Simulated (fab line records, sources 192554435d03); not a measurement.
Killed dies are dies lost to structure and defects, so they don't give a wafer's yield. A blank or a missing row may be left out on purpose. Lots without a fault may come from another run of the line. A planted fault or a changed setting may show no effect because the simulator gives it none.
fab line records | flow n5_finfet | part 2 of 2: steps 23 to 30 of 30
record lots=5 wafers=15 last_day=17
route steps=1938 shown BEOL_M8@1397 BEOL_M9@1401
lots that met no fault: from a run of the same line without faults
start_h: hours from the record's first day to the start of the lot's first wafer shown | wait_h: hours since the lot's step before | " the same as in the row above | L1.1+2: a row that stands for several wafers | - no value, or no start given | * or withheld: withheld | < > ~ a bound
route shown NAME@n: a module of which the file shows steps, and the number in the route of the first | usual: mean/standard deviation of fault-free wafers | same: alike in all rows | chamber/n: place in a boat | sites: the reading at each site | _std_site: their standard deviation | _edge_site: outer sites' mean less inner sites' | radius_mm: how far each site lies from the wafer's centre | mask NAME#n: copy n | behind: the tool/chamber that last shaped the wafer | hold: why the lot was held/for how many hours/how that ended | device: the transistor (n, p or np) that didn't switch | end of line: the same wafers' tests at the end of the route | a step without rows: its recipe alone | killed: dies lost to structure and defects at the first sort, not the wafer's yield | map: a wafer's dies, x killed, . not, _ none there
set.NAME: the setting as run; set.NAME@STEP: as run at that earlier step | model.NAME: the simulator's own value behind a step, which no gauge read
lots at some steps of the route; a table a step, a row a wafer
services: from which hour (start_h, from the record's first day; less than 0 if before it) a tool's chamber was out of use, for how many hours, and why
## steps
# step N5_BEOL_M9_ETCH_62
# recipe chemistry=N2/H2 target=SOC target_depth_a=1100 overetch_a=220 mask_material=SiARC temp_c=40 time_s=165 ion_energy_ev=200 pressure_mtorr=30 source_w=840 bias_w=150 n2_flow_sccm=200 h2_flow_sccm=200
# usual drypump_motor_current_A=5.5/0.5 oes_product_au=0.69/0.074 rf_vpp_V=525.0/2.5 showerhead_plenum_p_Torr=2.58/0.077 throttle_valve_pct=17.8/0.34
# columns lot.wafer tool chamber start_h wait_h drypump_motor_current_A oes_product_au rf_hours_counter_h rf_vpp_V showerhead_plenum_p_Torr throttle_valve_pct
L085.3 rie_diel-02 0 280.85 0.0 6.0 0.62 220 524.4 2.51 18.1
L085.4 " 1 " " 5.9 0.60 212 526.1 2.64 18.3
L085.5 " 2 " " 5.6 0.79 - 524.2 2.50 17.8
L088.1 rie_diel-05 1 296.02 0.0 5.5 0.57 247 523.0 2.52 18.1
L088.4 " 0 " " 6.5 0.60 227 528.2 2.60 18.2
L088.5 " 0 " " 6.4 0.60 - 525.9 2.60 18.2
L091.2 rie_diel-04 0 320.03 0.0 5.3 0.73 50 529.7 2.67 17.2
L091.5 " 0 " " 5.2 0.73 - 529.5 2.67 17.2
L091.6 " 1 " " 6.2 0.80 - 528.3 2.71 17.9
L090.2 rie_diel-02 0 320.19 0.0 6.0 0.60 231 521.5 2.51 18.1
L090.3 " 3 " " 5.4 0.71 76 528.7 2.70 17.8
L090.5 " 3 " " 5.4 0.70 - 527.9 2.70 17.8
L095.2 rie_diel-05 3 355.41 0.0 5.3 0.75 30 523.6 2.51 18.0
L095.5 " 3 " " 5.3 0.75 - 522.6 2.51 18.1
L095.6 " 0 " " 6.5 0.59 - 526.4 2.59 18.2
# step N5_BEOL_M9_STRIP_68
# recipe chemistry=N2/H2 temp_c=40 n2_flow_sccm=200 h2_flow_sccm=200 rf_frequency_hz=6e+07
# columns lot.wafer tool chamber start_h wait_h
L085.3+4+5 rie_diel-02 0,1,2 280.98 0.1
L088.1+4+5 rie_diel-05 1,0,0 296.15 0.1
L091.2+5+6 rie_diel-04 0,0,1 320.16 0.1
L090.2+3+5 rie_diel-02 0,3,3 320.32 0.1
L095.2+5+6 rie_diel-05 3,3,0 355.54 0.1
# step N5_BEOL_M9_STRIP_67
# recipe chemistry=CF4 resist=SiARC power_w=300 bias_power_w=75 pressure_mtorr=50 cf4_flow_sccm=150 rf_frequency_hz=6e+07
# usual drypump_motor_current_A=5.5/0.5 oes_product_au=0.82/0.087 rf_vpp_V=271.6/1.5 showerhead_plenum_p_Torr=1.81/0.054 throttle_valve_pct=13.5/0.31
# columns lot.wafer tool chamber start_h wait_h drypump_motor_current_A oes_product_au rf_hours_counter_h rf_vpp_V showerhead_plenum_p_Torr throttle_valve_pct
L085.3 rie_diel-02 0 280.99 0.0 6.0 0.72 220 270.0 1.79 13.8
L085.4 " 1 " " 5.8 0.71 212 271.7 1.85 13.9
L085.5 " 2 " " 5.7 0.93 - 271.1 1.78 13.6
L088.1 rie_diel-05 1 296.16 0.0 5.5 0.68 247 272.2 1.76 13.8
L088.4 " 0 " " 6.4 0.70 227 272.0 1.82 13.9
L088.5 " 0 " " 6.4 0.70 - 273.0 1.82 13.9
L091.2 rie_diel-04 0 320.17 0.0 5.3 0.87 50 273.1 1.89 13.1
L091.5 " 0 " " 5.3 0.87 - 272.6 1.89 13.1
L091.6 " 1 " " 6.2 0.95 - 274.2 1.92 13.5
L090.2 rie_diel-02 0 320.33 0.0 6.0 0.72 231 270.5 1.78 13.9
L090.3 " 3 " " 5.4 0.82 76 273.0 1.89 13.4
L090.5 " 3 " " 5.4 0.83 - 274.0 1.89 13.4
L095.2 rie_diel-05 3 355.55 0.0 5.3 0.88 30 271.1 1.77 13.6
L095.5 " 3 " " 5.3 0.88 - 268.3 1.77 13.6
L095.6 " 0 " " 6.5 0.68 - 272.1 1.81 13.9
# step N5_BEOL_M9_HM_OPEN_17
# recipe chemistry=Cl2/BCl3 target_depth_a=200 overetch_a=60 target=TiN mask_material=SOC ion_energy_ev=150 pressure_mtorr=10 icp_w=1000 bias_w=126 Cl2_flow_sccm=53.25 bcl3_flow_sccm=21.75 Ar_flow_sccm=25
# usual drypump_motor_current_A=5.6/0.34 oes_product_au=0.68/0.088 throttle_valve_pct=21.99/0.2
# columns lot.wafer tool chamber start_h wait_h drypump_motor_current_A oes_product_au rf_hours_counter_h throttle_valve_pct
L085.3 rie_metal-02 0 281.06 0.1 6.1 0.71 - 22.04
L085.4 " 1 " " 5.5 0.69 - 21.84
L085.5 " 1 " " 5.5 0.70 - 21.85
L088.1 rie_metal-03 0 296.21 0.0 5.7 0.74 18 21.89
L088.4 " 1 " " 5.7 0.64 - 21.99
L088.5 " 1 " " 5.7 0.64 - 21.99
L091.2 rie_metal-01 0 320.21 0.0 5.0 0.81 4 21.82
L091.5 " 0 " " 5.0 0.80 - 21.84
L091.6 " 1 " " 5.4 0.70 - 21.79
L090.2 rie_metal-02 1 320.37 0.0 5.5 0.68 40 21.85
L090.3 " 0 " " 6.1 0.69 - 22.04
L090.5 " 1 " " 5.5 0.67 - 21.88
L095.2 rie_metal-03 0 355.59 0.0 5.7 0.73 24 21.92
L095.5 " 1 " " 5.7 0.62 - 22.04
L095.6 " 0 " " 5.6 0.72 - 21.93
# step N5_BEOL_M9_STRIP_19
# recipe chemistry=O2 power_w=400 temp_c=40 pressure_mtorr=30 rf_frequency_hz=6e+07 bias_power_w=0 overash_fraction=0.2 o2_flow_sccm=225
# usual drypump_motor_current_A=5.5/0.49 oes_product_au=0.82/0.09 rf_vpp_V=3.7/0.64 showerhead_plenum_p_Torr=2.14/0.08 throttle_valve_pct=16.6/0.31
# columns lot.wafer tool chamber start_h wait_h drypump_motor_current_A oes_product_au rf_hours_counter_h rf_vpp_V showerhead_plenum_p_Torr throttle_valve_pct
L085.3 rie_diel-02 1 281.15 0.1 5.9 0.69 212 4.5 2.16 16.9
L085.4 " 3 " " 5.4 0.84 66 4.6 2.23 16.5
L085.5 " 3 " " 5.4 0.85 - 3.0 2.23 16.5
L088.1 rie_diel-04 2 296.72 0.5 4.9 0.76 124 5.0 2.13 16.8
L088.4 " 1 " " 6.2 0.97 10 4.4 2.26 16.7
L088.5 " 1 " " 6.2 0.97 - 3.0 2.26 16.7
L091.2 rie_diel-04 3 320.42 0.2 5.0 0.82 73 4.2 2.09 16.1
L091.5 " 2 " " 4.9 0.76 - 4.4 2.13 16.8
L091.6 " 1 " " 6.2 0.95 - 3.7 2.26 16.7
L090.2 rie_diel-02 2 320.51 0.1 5.7 0.90 22 3.2 2.08 16.8
L090.3 " 3 " " 5.4 0.82 76 3.3 2.22 16.6
L090.5 " 3 " " 5.4 0.83 - 3.1 2.22 16.6
L095.2 rie_diel-02 0 355.71 0.1 6.0 0.69 240 4.0 2.07 16.9
L095.5 " 2 " " 5.7 0.89 - 3.5 2.08 16.9
L095.6 " 1 " " 5.9 0.69 - 3.6 2.15 17.0
# step N5_BEOL_M9_CD_MEAS_18
# recipe pitch_nm=140 target_cd_nm=70
# usual cd_nm=70.2/0.86
# columns lot.wafer tool chamber start_h wait_h cd_nm
L085.3 cd_sem-01 - 281.23 0.1 69.3
L085.4 " - " " 67.5
L085.5 " - " " 68.0
L088.1 cd_sem-03 - 296.79 0.1 70.1
L088.4 " - " " 70.2
L088.5 " - " " 69.7
L091.2 cd_sem-01 - 320.49 0.1 69.7
L091.5 " - " " 69.6
L091.6 " - " " 69.9
L090.2 cd_sem-02 - 320.58 0.1 71.4
L090.3 " - " " 71.3
L090.5 " - " " 71.2
L095.2 cd_sem-03 - 355.78 0.1 70.4
L095.5 " - " " 70.2
L095.6 " - " " 68.6
# step N5_BEOL_M9_COAT_63
# recipe resist=SOC temp_c=250 time_s=60 spin_rpm=1500 resist_thk_nm=60
# usual exhaust_pa=44.8/0.99
# columns lot.wafer tool chamber start_h wait_h exhaust_pa
L085.3 litho_track-04 0 281.26 0.0 44.6
L085.4 " 0 " " 43.4
L085.5 " 0 " " 45.0
L088.1 litho_track-04 0 296.84 0.0 45.0
L088.4 " 0 " " 43.1
L088.5 " 0 " " 44.0
L090.2 litho_track-02 0 324.40 3.8 45.1
L090.3 " 0 " " 44.7
L090.5 " 0 " " 44.6
L091.2 litho_track-04 0 324.40 3.9 46.0
L091.5 " 0 " " 46.4
L091.6 " 0 " " 45.6
L095.2 litho_track-02 0 356.98 1.2 43.7
L095.5 " 0 " " 43.0
L095.6 " 0 " " 44.0
# step N5_BEOL_M9_COAT_64
# recipe resist=SiARC temp_c=220 time_s=60 spin_rpm=1500 resist_thk_nm=12
# usual exhaust_pa=45.0/0.86
# columns lot.wafer tool chamber start_h wait_h exhaust_pa
L085.3 litho_track-04 0 - - 43.7
L085.4 " 0 " " 44.1
L085.5 " 0 " " 44.2
L088.1 litho_track-04 0 - - 44.8
L088.4 " 0 " " 44.9
L088.5 " 0 " " 43.5
L090.2 litho_track-02 0 - - 45.0
L090.3 " 0 " " 44.7
L090.5 " 0 " " 44.7
L091.2 litho_track-04 0 - - 44.1
L091.5 " 0 " " 45.5
L091.6 " 0 " " 44.8
L095.2 litho_track-02 0 - - 44.2
L095.5 " 0 " " 44.3
L095.6 " 0 " " 43.2
## services
# columns tool chamber start_h hours kind
uv_cure-02 - 252.05 1.0 pm
rie_metal-03 - 254.30 4.3 pm
arfi_scanner-03 - 255.69 1.3 pm
arfi_scanner-01 - 256.04 1.3 pm
pecvd-02 - 256.38 0.4 repair
rie_metal-01 - 261.70 2.3 repair
pecvd-01 - 262.33 14.6 pm
uv_cure-02 - 263.66 7.5 pm
rie_metal-01 - 265.24 2.8 pm
rie_diel-02 2 266.68 5.1 repair
uv_cure-01 - 283.32 4.6 repair
arfi_scanner-03 - 284.31 10.7 repair
uv_cure-03 - 284.76 1.0 pm
arfi_scanner-03 - 302.86 4.0 repair
arfi_scanner-03 - 307.12 0.8 pm
arfi_scanner-01 - 307.19 2.2 repair
pecvd-02 2 316.73 9.6 repair
rie_diel-05 - 319.34 2.8 pm
rie_diel-04 0 324.21 1.2 repair
arfi_scanner-03 - 325.12 7.6 repair
rie_diel-02 - 330.92 3.4 repair
pecvd-03 1 334.05 5.2 repair
pecvd-02 2 347.48 3.2 repair
arfi_scanner-01 - 347.64 16.0 pm
